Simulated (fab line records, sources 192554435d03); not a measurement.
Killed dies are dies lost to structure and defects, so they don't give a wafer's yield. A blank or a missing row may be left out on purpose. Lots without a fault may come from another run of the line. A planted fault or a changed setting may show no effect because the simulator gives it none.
Split-lot experiment | flow n5_finfet | 7 lots, 21 wafers read, on a route of 1938 steps

THE SPLIT
At N5_BEOL_M11_PECVD_70 (deposits SiO2 from TEOS/O2, target thk 20 nm, time 22.7 s), the setting time_s was moved away from the recipe's 22.7 s on 7 of the 21 wafers read, by -8.2% to +10.2%. The other wafers ran this setting at the recipe's value.

The reading is taken at the split's own step.

THE READING
SiO2_of_BEOL_M11_PECVD_70.thk_nm (the simulator's own value, which no gauge read), in nm, at N5_BEOL_M11_PECVD_70 (deposits SiO2 from TEOS/O2, target thk 20 nm, time 22.7 s). The file gives no usual value for it. The 14 wafers here that ran the recipe average 20.0 nm, standard deviation 0.24 nm.

wafer  | tool, chamber at the split | time_s as run, s | against the recipe | SiO2_of_BEOL_M11_PECVD_70.thk_nm, nm | against lot-mates on the recipe
L076.2 | pecvd-02, 2                | 22.7             | recipe             | 19.8                                 | -
L076.3 | pecvd-02, 1                | 23.99            | +5.7%              | 21.2                                 | +1.2
L076.4 | pecvd-02, 2                | 22.7             | recipe             | 20.2                                 | -
L078.2 | pecvd-04, 1                | 22.7             | recipe             | 19.4                                 | -
L078.3 | pecvd-04, 1                | 22.7             | recipe             | 20                                   | -
L078.5 | pecvd-04, 1                | 25.02            | +10.2%             | 21.6                                 | +1.9
L079.2 | pecvd-04, 0                | 22.7             | recipe             | 20                                   | -
L079.5 | pecvd-04, 0                | 22.7             | recipe             | 20                                   | -
L079.3 | pecvd-04, 0                | 22.7             | recipe             | 20.2                                 | -
L080.4 | pecvd-03, 2                | 22.7             | recipe             | 20.4                                 | -
L080.5 | pecvd-03, 0                | 20.83            | -8.2%              | 19                                   | -1.4
L080.6 | pecvd-03, 1                | 20.83            | -8.2%              | 18.4                                 | -2.0
L093.1 | pecvd-02, 1,2,1            | 22.7             | recipe             | 19.8                                 | -
L093.3 | pecvd-02, 1,2,1            | 22.7             | recipe             | 19.8                                 | -
L093.6 | pecvd-02, 1,2,1            | 22.7             | recipe             | 19.8                                 | -
L094.3 | pecvd-02, 0                | 24.55            | +8.1%              | 21.2                                 | +1.0
L094.4 | pecvd-02, 2,1              | 22.7             | recipe             | 20.2                                 | -
L094.5 | pecvd-02, 2,1              | 22.7             | recipe             | 20.2                                 | -
L095.2 | pecvd-04, 0                | 21.03            | -7.4%              | 18.6                                 | -1.4
L095.3 | pecvd-04, 2                | 22.7             | recipe             | 20                                   | -
L095.4 | pecvd-04, 1                | 21.03            | -7.4%              | 18.4                                 | -1.6
Where a row lists several chambers, the file gives one row for several wafers and doesn't say which wafer went through which chamber.

THE FIT
A straight line over all 21 wafers: SiO2_of_BEOL_M11_PECVD_70.thk_nm changes by +0.171 nm for each +1% of time_s; r = +0.95; the points scatter about the line by 0.26 nm.
The same after taking each lot's own level away (the mean of its wafers on the recipe; 21 wafers): +0.188 nm for each +1%; r = +0.98; scatter 0.21 nm.
On that fit, the largest move of time_s shifts the reading by 1.9 nm.
The lots' own levels span 19.70 to 20.40 nm, that is 2.9 times the standard deviation above.
So the lot-to-lot level changes the slope little: the two slopes agree.
Check: with one of the wafers moved furthest among these (+10.2%) left out of the fit, the line predicts +1.87 nm for it against its lot-mates. It came out at +1.9 nm against them.

OTHER SPLITS ON THESE WAFERS
These wafers also went through other splits before the reading. Each is held against what the fit with the lots' levels taken away leaves over:
other split on the same wafers | wafers away from the commonest value | r with SiO2_of_BEOL_M11_PECVD_70.thk_nm (lot level and that fit taken away)
N5_BEOL_M10_COAT_64 spin_rpm   | 10                                   | -0.07

THE FILE'S OWN FIT
SiO2_of_BEOL_M11_PECVD_70.thk_nm changes by +0.183 nm for each +1% of time_s, r = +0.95.
